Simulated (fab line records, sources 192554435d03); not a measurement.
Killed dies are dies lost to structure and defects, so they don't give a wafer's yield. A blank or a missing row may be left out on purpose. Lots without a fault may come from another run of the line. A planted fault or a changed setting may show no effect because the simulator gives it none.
fab line records | flow n5_finfet
record lots=7 wafers=39
route steps=1938 shown FIN_SAQP@125 SD_EPI_N@273 HKMG_FIN@435 MOL_CONTACT_COAG@542 BEOL_M1@751 BEOL_M2@901
start_h: hours from the record's first day to the start of the lot's first wafer shown | wait_h: hours since the lot's step before | " the same as in the row above | L1.1+2: a row that stands for several wafers | - no value, or no start given | * or withheld: withheld | < > ~ a bound
route shown NAME@n: a module of which the file shows steps, and the number in the route of the first | usual: mean/standard deviation of fault-free wafers | same: alike in all rows | chamber/n: place in a boat | sites: the reading at each site | _std_site: their standard deviation | _edge_site: outer sites' mean less inner sites' | radius_mm: how far each site lies from the wafer's centre | mask NAME#n: copy n | behind: the tool/chamber that last shaped the wafer | hold: why the lot was held/for how many hours/how that ended | device: the transistor (n, p or np) that didn't switch | end of line: the same wafers' tests at the end of the route | a step without rows: its recipe alone | killed: dies lost to structure and defects at the first sort, not the wafer's yield | map: a wafer's dies, x killed, . not, _ none there
set.NAME: the setting as run; set.NAME@STEP: as run at that earlier step | model.NAME: the simulator's own value behind a step, which no gauge read
lots whose settings were changed on purpose; a table a step, a row a wafer
## steps
# step N5_FIN_SAQP_SPACER1_ALD_24
# recipe material=SiO2 target_thk_a=203 temp_c=300 ald_precursor_family=BDEAS ald_co_reactant=O2-plasma pulse_time_s=1 purge_time_s=2 co_reactant_purge_time_s=2 ald_cycles=218 pressure_torr=2
# columns lot.wafer tool chamber start_h wait_h set.ald_cycles model.SiO2_of_FIN_SAQP_SPACER1_ALD_24.thk_nm
L080.2+3 ald_sin-03 0,3 59.13 0.3 218 20.4
L080.4 " 2 " " 218 20.2
L086.1 ald_sin-04 2 96.93 1.5 218 20.4
L086.2+5 " 1,0 " " 218 20.2
L086.3+4+6 " 3,0,1 " " 108 10
L088.1 ald_sin-02 3 106.89 0.3 218 20.2
L088.2+3+4+5+6 " 2,0,1,3,0 " " 218 20.4
L090.1+3 ald_sin-03 1,3 119.75 0.3 218 20.4
L090.2+5+6 " 0,2,3 " " 297 27.8
L090.4 " 2 " " 218 20.6
L091.1 ald_sin-02 1 125.63 0.3 321 29.8
L091.2+6 " 0,3 " " 218 20.2
L091.3 " 2 " " 218 20.4
L091.4+5 " 3,0 " " 321 30
L094.1+5 ald_sin-03 2,3 146.15 0.3 334 31.2
L094.2 " 0 " " 334 31
L094.3+4+6 " 1,3,2 " " 218 20.4
L097.1+2+3 ald_sin-04 3,0,2 160.94 0.3 119 11.2
L097.4+5 " 1,0 " " 218 20.2
L097.6 " 3 " " 218 20.4
# step N5_FIN_SAQP_SPACER1_ETCHBACK_25
# recipe chemistry=CHF3/O2 mode=anisotropic_etchback target=SiO2 target_depth_a=244 time_s=12.2 pressure_mtorr=30 source_w=650 bias_w=170 Ar_flow_sccm=200 CHF3_flow_sccm=50 O2_flow_sccm=5 ion_energy_ev=200
# step N5_FIN_SAQP_MANDREL1_REMOVE_56
# recipe chemistry=HBr/Cl2/O2 bt_time_s=10 target=a-Si stop_on=SiNx endpoint=OES-SiCl over_etch_frac=1 icp_w=600 bias_w=22 HBr_flow_sccm=150 Cl2_flow_sccm=80 O2_flow_sccm=5 pressure_mtorr=10
# columns lot.wafer tool chamber start_h wait_h set.ald_cycles@FIN_SAQP_SPACER1_ALD_24 model.FIN_SAQP.cd_nm
L080.2+3+4 rie_si-04 0,1,2 59.94 0.1 218 20.4
L086.1 rie_si-04 1 97.73 0.1 218 20.4
L086.2+5 " 2,1 " " 218 20.2
L086.3 " 3 " " 108 10.2
L086.4+6 " 0 " " 108 10
L088.1+6 rie_si-02 0 107.69 0.1 218 20.2
L088.2+3+4+5 " 3,2,1,1 " " 218 20.4
L090.1+3+4 rie_si-04 3,1,0 120.59 0.1 218 20.4
L090.2+5 " 2 " " 297 28
L090.6 " 3 " " 297 27.8
L091.1 rie_si-04 1 126.44 0.1 321 29.8
L091.2+6 " 0 " " 218 20.2
L091.3 " 3 " " 218 20.4
L091.4+5 " 2,3 " " 321 30
L094.1+2 rie_si-04 0,1 146.96 0.1 334 31.2
L094.3+4+6 " 2,3,1 " " 218 20.4
L094.5 " 2 " " 334 31.4
L097.1+2 rie_si-02 3,1 161.75 0.1 119 11.2
L097.3 " 0 " " 119 11
L097.4+5 " 2,0 " " 218 20.2
L097.6 " 3 " " 218 20.6
# step N5_FIN_SAQP_CD_MEAS_27
# recipe target_cd_nm=20 landing_energy_ev=1000 detector=se_inlens polarity=line
# usual cd_nm=20.37/0.23
# columns lot.wafer tool chamber start_h wait_h set.ald_cycles@FIN_SAQP_SPACER1_ALD_24 cd_nm
L080.2 cd_sem-03 0 60.05 0.1 218 20.52
L080.3 " 0 " " 218 20.47
L080.4 " 0 " " 218 20.72
L086.1 cd_sem-01 0 97.84 0.1 218 20.84
L086.2 " 0 " " 218 19.90
L086.3 " 0 " " 108 9.90
L086.4 " 0 " " 108 9.86
L086.5 " 0 " " 218 20.25
L086.6 " 0 " " 108 9.76
L088.1 cd_sem-02 0 107.80 0.1 218 20.05
L088.2 " 0 " " 218 20.41
L088.3 " 0 " " 218 20.33
L088.4 " 0 " " 218 20.58
L088.5 " 0 " " 218 20.27
L088.6 " 0 " " 218 20.41
L090.1 cd_sem-02 0 120.70 0.1 218 20.61
L090.2 " 0 " " 297 27.96
L090.3 " 0 " " 218 20.15
L090.4 " 0 " " 218 20.50
L090.5 " 0 " " 297 27.68
L090.6 " 0 " " 297 27.77
L091.1 cd_sem-03 0 126.55 0.1 321 29.69
L091.2 " 0 " " 218 20.12
L091.3 " 0 " " 218 20.39
L091.4 " 0 " " 321 30.27
L091.5 " 0 " " 321 29.76
L091.6 " 0 " " 218 20.01
L094.1 cd_sem-02 0 147.07 0.1 334 31.41
L094.2 " 0 " " 334 31.31
L094.3 " 0 " " 218 20.50
L094.4 " 0 " " 218 20.33
L094.5 " 0 " " 334 31.69
L094.6 " 0 " " 218 21.07
L097.1 cd_sem-02 0 161.86 0.1 119 11.66
L097.2 " 0 " " 119 11.21
L097.3 " 0 " " 119 11.09
L097.4 " 0 " " 218 20.51
L097.5 " 0 " " 218 20.16
L097.6 " 0 " " 218 20.28
# step N5_SD_EPI_N_DESCUM_14
# recipe chemistry=O2 time_s=7.9 source_power_w=50 bias_power_w=20 pressure_mtorr=20 rf_frequency_hz=2.712e+07 temp_c=40 resist=CAR-ArF-block o2_flow_sccm=225
# columns lot.wafer tool chamber start_h wait_h set.time_s model.CAR-ArF-block_of_SD_EPI_N_COAT_03.thk_nm
L080.2+3 rie_diel-05 3,0 84.74 0.0 7.9 143.6
L080.4 " 1 " " 7.9 143.8
L086.1+2 rie_diel-03 2,1 123.15 0.0 7.9 143.6
L086.3 " 3 " " 7.9 143.4
L086.4+5 " 0,2 " " 4.421 145.6
L086.6 " 3 " " 4.421 145
L088.1 rie_diel-05 1 132.32 0.3 7.9 143.4
L088.2+3 " 2,3 " " 10.46 142.2
L088.4 " 0 " " 10.46 141.8
L088.5 " 1 " " 7.9 143.8
L088.6 " 0 " " 7.9 144
L090.1+3+4 rie_diel-05 2,3,1 145.18 0.8 7.9 143.8
L090.2 " 0 " " 7.9 144
L090.5+6 " 2,1 " " 7.9 144.4
L091.1+2+3 rie_diel-03 1,0,2 151.43 0.0 10.19 142.6
L091.4 " 3 " " 7.9 143.6
L091.5+6 " 3,0 " " 7.9 143.8
L094.1 rie_diel-01 2 170.82 0.0 3.902 146.4
L094.2 " 1 " " 7.9 144
L094.3 " 3 " " 3.902 145.8
L094.4 " 0 " " 3.902 146
L094.5 " 0 " " 7.9 143.8
L094.6 " 3 " " 7.9 143.4
L097.1 rie_diel-03 0 189.75 0.2 7.9 144.2
L097.2+6 " 2,3 " " 7.9 143.8
L097.3 " 1 " " 7.9 143.4
L097.4 " 3 " " 7.9 144
L097.5 " 0 " " 7.9 143.6
# step N5_SD_EPI_N_ETCH_34
# recipe chemistry=CF4 target=SiARC target_depth_a=455 mask_material=CAR-ArF-block time_s=75.8 ion_energy_ev=80 pressure_mtorr=40 source_w=545 bias_w=36 Ar_flow_sccm=100 cf4_flow_sccm=100 ends=cleared
# columns lot.wafer tool chamber start_h wait_h set.time_s@SD_EPI_N_DESCUM_14 model.CAR-ArF-block_of_SD_EPI_N_COAT_03.thk_nm
L080.2+4 rie_diel-05 3,1 84.77 0.0 7.9 111.2
L080.3 " 0 " " 7.9 111
L086.1+2 rie_diel-03 2,1 123.18 0.0 7.9 111
L086.3 " 3 " " 7.9 110.8
L086.4+5 " 0,2 " " 4.421 113
L086.6 " 3 " " 4.421 112.4
L088.1 rie_diel-05 1 132.36 0.0 7.9 110.8
L088.2+3 " 2,3 " " 10.46 109.6
L088.4 " 0 " " 10.46 109.2
L088.5 " 1 " " 7.9 111
L088.6 " 0 " " 7.9 111.2
L090.1+3+4 rie_diel-05 2,3,1 145.21 0.0 7.9 111.2
L090.2 " 0 " " 7.9 111.4
L090.5 " 2 " " 7.9 111.6
L090.6 " 1 " " 7.9 111.8
L091.1 rie_diel-03 1 151.47 0.0 10.19 109.8
L091.2+3 " 0,2 " " 10.19 110
L091.4 " 3 " " 7.9 111
L091.5+6 " 3,0 " " 7.9 111.2
L094.1 rie_diel-01 2 170.85 0.0 3.902 113.8
L094.2 " 1 " " 7.9 111.4
L094.3 " 3 " " 3.902 113.4
L094.4 " 0 " " 3.902 113.6
L094.5 " 0 " " 7.9 111.2
L094.6 " 3 " " 7.9 110.8
L097.1 rie_diel-03 0 189.79 0.0 7.9 111.6
L097.2+5 " 2,0 " " 7.9 111.2
L097.3 " 1 " " 7.9 111
L097.4+6 " 3 " " 7.9 111.4
# step N5_HKMG_FIN_ETCH_32
# recipe chemistry=N2/H2 target=SOC target_depth_a=2400 temp_c=40 time_s=300 ion_energy_ev=200 mask_material=SiARC pressure_mtorr=30 source_w=840 bias_w=150 n2_flow_sccm=200 h2_flow_sccm=200
# columns lot.wafer tool chamber start_h wait_h set.target_depth_a model.HKMG_FIN.feature_depth_nm model.etch.depth_nm model.SiARC_of_HKMG_FIN_COAT_30.thk_nm
L080.2 rie_diel-05 2 110.16 0.0 2400 229.4 229.5 22
L080.3 " 3 " " 2400 245.2 245.2 21.2
L080.4 " 1 " " 2400 243 242.9 21.4
L086.1 rie_diel-01 3 153.40 0.0 2400 241.4 241.5 21
L086.2 " 0 " " 3782 386.8 386.7 12.6
L086.3 " 2 " " 2400 238.6 238.7 21.4
L086.4 " 1 " " 2400 252.8 252.8 20.6
L086.5 " 0 " " 3782 384.2 384.3 12.8
L086.6 " 3 " " 3782 381 380.9 12.8
L088.1 rie_diel-05 3 158.82 0.0 2400 237.8 237.7 21.6
L088.2 " 2 " " 2795 267.6 267.7 19.6
L088.3 " 1 " " 2795 280 280 19.2
L088.4 " 0 " " 2400 231.8 231.9 21.8
L088.5 " 0 " " 2795 271.6 271.7 19.4
L088.6 " 1 " " 2400 238.2 238.2 21.6
L090.1 rie_diel-03 2 173.52 0.0 2400 248.8 248.8 20.4
L090.2 " 3 " " 2400 241.6 241.7 21.2
L090.3 " 1 " " 3747 388.4 388.5 12.2
L090.4 " 1 " " 3747 387.6 387.6 12.2
L090.5 " 2 " " 3747 393.8 393.8 11.8
L090.6 " 3 " " 2400 241 240.9 21
L091.1 rie_diel-03 2 179.98 0.0 2400 249.2 249.2 20.4
L091.2 " 3 " " 2400 240.8 240.8 21
L091.3 " 1 " " 2400 248.2 248.3 20.4
L091.4 " 0 " " 2400 236.8 236.8 21.4
L091.5 " 0 " " 2400 239 239.1 21.4
L091.6 " 3 " " 2400 242.4 242.4 21
L094.1 rie_diel-03 2 200.17 0.0 3059 315.6 315.5 16.4
L094.2 " 1 " " 2400 248.2 248.3 20.4
L094.3 " 3 " " 2400 237.8 237.8 21.4
L094.4 " 3 " " 3059 302.2 302.3 17.6
L094.5 " 2 " " 2400 246.2 246.1 20.6
L094.6 " 1 " " 3059 314 313.9 16.6
L097.1 rie_diel-03 2 215.06 0.0 2857 296 296.1 17.6
L097.2 " 1 " " 2400 248.2 248.2 20.4
L097.3 " 3 " " 2400 242 242.1 21
L097.4 " 3 " " 2400 242.8 242.8 21
L097.5 " 1 " " 2857 297.8 297.8 17.6
L097.6 " 2 " " 2857 296 295.9 17.6
# step N5_MOL_CONTACT_COAG_PRECLEAN_111
# recipe chemistry=NF3:NH3 afs_cycles=1 temp_c=30 time_s=20 sublimation_temp_c=180 sublimation_time_s=60 pressure_torr=3 rf_power_w=30
# columns lot.wafer tool chamber start_h wait_h set.time_s model.SiNx_of_SPACER0_ALD_07.thk_nm
L080.2+4 remote_plasma-01 0 123.56 0.4 20 1.2
L080.3 " 0 " " 20 1
L086.1+4+5 remote_plasma-01 1 166.59 0.2 20 1.2
L086.2+3+6 " 1 " " 23.78 1
L088.1+2+3 remote_plasma-02 1 171.77 0.2 23.79 1
L088.4+5+6 " 1 " " 20 1.2
L090.1+4+5 remote_plasma-01 1 187.60 0.2 13.5 1.4
L090.2+3+6 " 1 " " 20 1.2
L091.1+3+6 remote_plasma-02 1 194.52 1.1 11.96 1.4
L091.2+4+5 " 1 " " 20 1
L094.1+5+6 remote_plasma-01 0 214.67 1.1 12.86 1.4
L094.2+3+4 " 0 " " 20 1.2
L097.1+4+5 remote_plasma-01 1 227.81 0.4 20 1.2
L097.2+3+6 " 1 " " 20 1
# step N5_MOL_CONTACT_COAG_TI_SIL_19
# recipe material=Ti target_thk_a=42 temp_c=200 chamber_pressure_pa=5 power_w=5000 time_s=15
# step N5_MOL_CONTACT_COAG_ALD_20
# recipe material=TiN target_thk_a=15 temp_c=400 ald_precursor_family=TiCl4 ald_co_reactant=NH3 pulse_time_s=1 purge_time_s=3 co_reactant_purge_time_s=2 co_reactant_pulse_time_s=2 ald_cycles=68 pressure_torr=3
# step N5_MOL_CONTACT_COAG_PRECLEAN_125
# recipe chemistry=DIW time_s=57.5 temp_c=23
# step N5_MOL_CONTACT_COAG_SRD_126
# recipe dry_time_s=32 dry=n2_spin spin_rpm=1500
# step N5_MOL_CONTACT_COAG_CMP_23
# recipe stop_on=SiO2 t_overpolish_s=1.5 post_cmp_clean=cu_alkaline down_force_psi=2 platen_rpm=50.289 pad_velocity_m_s=1.0006 target_thk_nm=0
# columns lot.wafer tool chamber start_h wait_h set.time_s@MOL_CONTACT_COAG_PRECLEAN_111 model.SiNx_of_GATE_CUT_SAC_CAP_01.thk_nm
L080.4+3+2 cmp-02 2,3,0 128.53 0.1 20 18.2
L086.1+5 cmp-03 3,0 171.27 0.0 20 18.4
L086.2+6 " 0,3 " " 23.78 18.2
L086.3 " 1 " " 23.78 18
L086.4 " 2 " " 20 18.2
L088.2+1 cmp-02 2,3 176.19 0.0 23.79 18.2
L088.3 " 0 " " 23.79 18
L088.4+5+6 " 1,2,3 " " 20 18.2
L090.2 cmp-02 3 192.00 0.0 20 18.2
L090.4+1+5 " 0,2,0 " " 13.5 18.6
L090.3+6 " 1,3 " " 20 18.4
L091.4 cmp-01 0 200.54 0.0 20 18.4
L091.1+3+6 " 1,2,0 " " 11.96 18.6
L091.2+5 " 3,1 " " 20 18.2
L094.3+4+2 cmp-01 0,2,3 218.42 0.0 20 18.2
L094.1+5+6 " 1,0,1 " " 12.86 18.6
L097.1 cmp-01 2 231.97 0.0 20 18.4
L097.3+2+4+5+6 " 3,0,1,2,3 " " 20 18.2
# step N5_BEOL_M1_ILD_DEP_00
# recipe material=SiOC target_thk_a=790 temp_c=350 precursor=DEMS/O2 pressure_torr=5 rf_w=500 time_s=15.3
# columns lot.wafer tool chamber start_h wait_h set.time_s model.SiOC_of_BEOL_M1_ILD_DEP_00.thk_nm
L080.2 pecvd-01 0 154.32 0.0 15.3 77.4
L080.3 " 1 " " 15.3 76.8
L080.4 " 0 " " 15.3 79.4
L088.1 pecvd-03 1 206.35 0.0 18.62 94.6
L088.2 " 0 " " 18.62 96.6
L088.3 " 2 " " 15.3 78.6
L088.4 " 1 " " 15.3 79.2
L088.5 " 0 " " 18.62 98.4
L088.6 " 2 " " 15.3 80.2
L086.1 pecvd-03 0 209.57 0.0 15.3 80.2
L086.2 " 1 " " 12.94 66.6
L086.3 " 2 " " 15.3 77.8
L086.4 " 0 " " 12.94 69.6
L086.5 " 2 " " 12.94 66.8
L086.6 " 1 " " 15.3 80.6
L090.1+3 pecvd-03 0,1 217.70 0.0 11.73 60.8
L090.2 " 1 " " 15.3 78
L090.4 " 0 " " 15.3 81
L090.5 " 1 " " 11.73 61.8
L090.6 " 0 " " 15.3 80.8
L091.1 pecvd-03 2 222.65 0.0 21.58 110.6
L091.2 " 1 " " 15.3 78.8
L091.3 " 0 " " 21.58 111.4
L091.4 " 0 " " 15.3 80.8
L091.5 " 1 " " 21.58 111.2
L091.6 " 2 " " 15.3 79.4
L094.1 pecvd-01 1 242.86 0.0 15.3 75.8
L094.2 " 2 " " 15.3 77
L094.3 " 2 " " 15.3 76.8
L094.4 " 1 " " 11.19 56.2
L094.5 " 2 " " 11.19 56.6
L094.6 " 1 " " 11.19 56.4
L097.1+2 pecvd-04 0,1 256.91 0.0 15.3 77
L097.3 " 2 " " 11.51 60.2
L097.4 " 1 " " 15.3 78.4
L097.5 " 2 " " 11.51 60.4
L097.6 " 0 " " 11.51 58.8
# step N5_BEOL_M1_THK_MEAS_01
# recipe reads=SiOC_of_BEOL_M1_ILD_DEP_00
# usual M1_ILD_THK=78.9/1.2
# columns lot.wafer tool chamber start_h wait_h set.time_s@BEOL_M1_ILD_DEP_00 M1_ILD_THK[nm]
L080.2 film_metro-02 - 154.39 0.1 15.3 77.4
L080.3 " - " " 15.3 76.8
L080.4 " - " " 15.3 79.3
L088.1 film_metro-02 - 206.41 0.0 18.62 94.8
L088.2 " - " " 18.62 96.5
L088.3 " - " " 15.3 78.7
L088.4 " - " " 15.3 79.2
L088.5 " - " " 18.62 98.4
L088.6 " - " " 15.3 80.2
L086.1 film_metro-02 - 209.63 0.0 15.3 80.2
L086.2 " - " " 12.94 66.6
L086.3 " - " " 15.3 77.7
L086.4 " - " " 12.94 69.5
L086.5 " - " " 12.94 66.8
L086.6 " - " " 15.3 80.5
L090.1 film_metro-02 - 217.78 0.1 11.73 60.8
L090.2 " - " " 15.3 78.1
L090.3 " - " " 11.73 60.9
L090.4 " - " " 15.3 80.9
L090.5 " - " " 11.73 61.7
L090.6 " - " " 15.3 80.7
L091.1 film_metro-01 - 222.72 0.0 21.58 110.6
L091.2 " - " " 15.3 78.9
L091.3 " - " " 21.58 111.5
L091.4 " - " " 15.3 80.7
L091.5 " - " " 21.58 111.2
L091.6 " - " " 15.3 79.4
L094.1 film_metro-02 - 242.94 0.1 15.3 75.8
L094.2 " - " " 15.3 77.1
L094.3 " - " " 15.3 76.8
L094.4 " - " " 11.19 56.2
L094.5 " - " " 11.19 56.5
L094.6 " - " " 11.19 56.4
L097.1 film_metro-02 - 256.97 0.0 15.3 77.0
L097.2 " - " " 15.3 77.1
L097.3 " - " " 11.51 60.3
L097.4 " - " " 15.3 78.5
L097.5 " - " " 11.51 60.4
L097.6 " - " " 11.51 58.9
# step N5_BEOL_M2_ALD_84
# recipe material=TaN target_thk_a=* temp_c=275 ald_precursor_family=PDMAT ald_co_reactant=NH3 pressure_torr=3 carrier_flow_sccm=1500 pulse_time_s=2 purge_time_s=3 co_reactant_purge_time_s=2 co_reactant_pulse_time_s=3 ald_cycles=30 precursor_vessel_temp_c=75 precursor_vessel_pressure_torr=26.25 precursor_vessel_carrier_sccm=1000
# columns lot.wafer tool chamber start_h wait_h set.ald_cycles model.TaN_of_BEOL_M2_ALD_84.thk_nm
L080.2 ald_metal-01 2 176.73 0.1 30 *
L080.3+4 " 1,3 " " 30 *
L088.1+5 ald_metal-01 0 225.64 0.0 30 *
L088.2+3+6 " 1,2,1 " " 19 *
L088.4 " 3 " " 30 *
L086.1+2+5 ald_metal-02 2,1,1 225.95 0.0 40 *
L086.3+4+6 " 0,3,0 " " 30 *
L090.1+3 ald_metal-02 0,3 232.11 0.1 30 *
L090.2 " 1 " " 30 *
L090.4+5+6 " 2,0,1 " " 14 *
L091.1 ald_metal-01 3 238.83 0.1 30 *
L091.2+5 " 2,3 " " 30 *
L091.3+4+6 " 1,0,0 " " 18 *
L094.1+2+4 ald_metal-02 0,2,2 267.92 0.1 48 *
L094.3+5+6 " 1,1,0 " " 30 *
L097.1+3+4 ald_metal-01 2,0,1 272.87 0.1 25 *
L097.2+5+6 " 3,1,0 " " 30 *
## key
split step=N5_FIN_SAQP_SPACER1_ALD_24 setting=ald_cycles stated=218 by=wafer
response step=N5_FIN_SAQP_SPACER1_ALD_24 reading=model.SiO2_of_FIN_SAQP_SPACER1_ALD_24.thk_nm change=+0.202 per=1% r=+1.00
response step=N5_FIN_SAQP_MANDREL1_REMOVE_56 reading=model.FIN_SAQP.cd_nm change=+0.204 per=1% r=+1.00
response step=N5_FIN_SAQP_CD_MEAS_27 reading=cd_nm change=+0.204 per=1% r=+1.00
split step=N5_SD_EPI_N_DESCUM_14 setting=time_s stated=7.9 by=wafer
response step=N5_SD_EPI_N_DESCUM_14 reading=model.CAR-ArF-block_of_SD_EPI_N_COAT_03.thk_nm change=-0.0449 per=1% r=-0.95
response step=N5_SD_EPI_N_ETCH_34 reading=model.CAR-ArF-block_of_SD_EPI_N_COAT_03.thk_nm change=-0.0456 per=1% r=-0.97
split step=N5_HKMG_FIN_ETCH_32 setting=target_depth_a stated=2400 by=wafer
response step=N5_HKMG_FIN_ETCH_32 reading=model.HKMG_FIN.feature_depth_nm change=+2.51 per=1% r=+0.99
response step=N5_HKMG_FIN_ETCH_32 reading=model.etch.depth_nm change=+2.51 per=1% r=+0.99
response step=N5_HKMG_FIN_ETCH_32 reading=model.SiARC_of_HKMG_FIN_COAT_30.thk_nm change=-0.15 per=1% r=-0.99
split step=N5_MOL_CONTACT_COAG_PRECLEAN_111 setting=time_s stated=20 by=wafer
response step=N5_MOL_CONTACT_COAG_PRECLEAN_111 reading=model.SiNx_of_SPACER0_ALD_07.thk_nm change=-0.008 per=1% r=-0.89
response step=N5_MOL_CONTACT_COAG_CMP_23 reading=model.SiNx_of_GATE_CUT_SAC_CAP_01.thk_nm change=-0.00888 per=1% r=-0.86
split step=N5_BEOL_M1_ILD_DEP_00 setting=time_s stated=15.3 by=wafer
response step=N5_BEOL_M1_ILD_DEP_00 reading=model.SiOC_of_BEOL_M1_ILD_DEP_00.thk_nm change=+0.763 per=1% r=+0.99
response step=N5_BEOL_M1_THK_MEAS_01 reading=M1_ILD_THK change=+0.763 per=1% r=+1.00
split step=N5_BEOL_M2_ALD_84 setting=ald_cycles stated=30 by=wafer
response step=N5_BEOL_M2_ALD_84 reading=model.TaN_of_BEOL_M2_ALD_84.thk_nm change=* per=1% r=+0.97
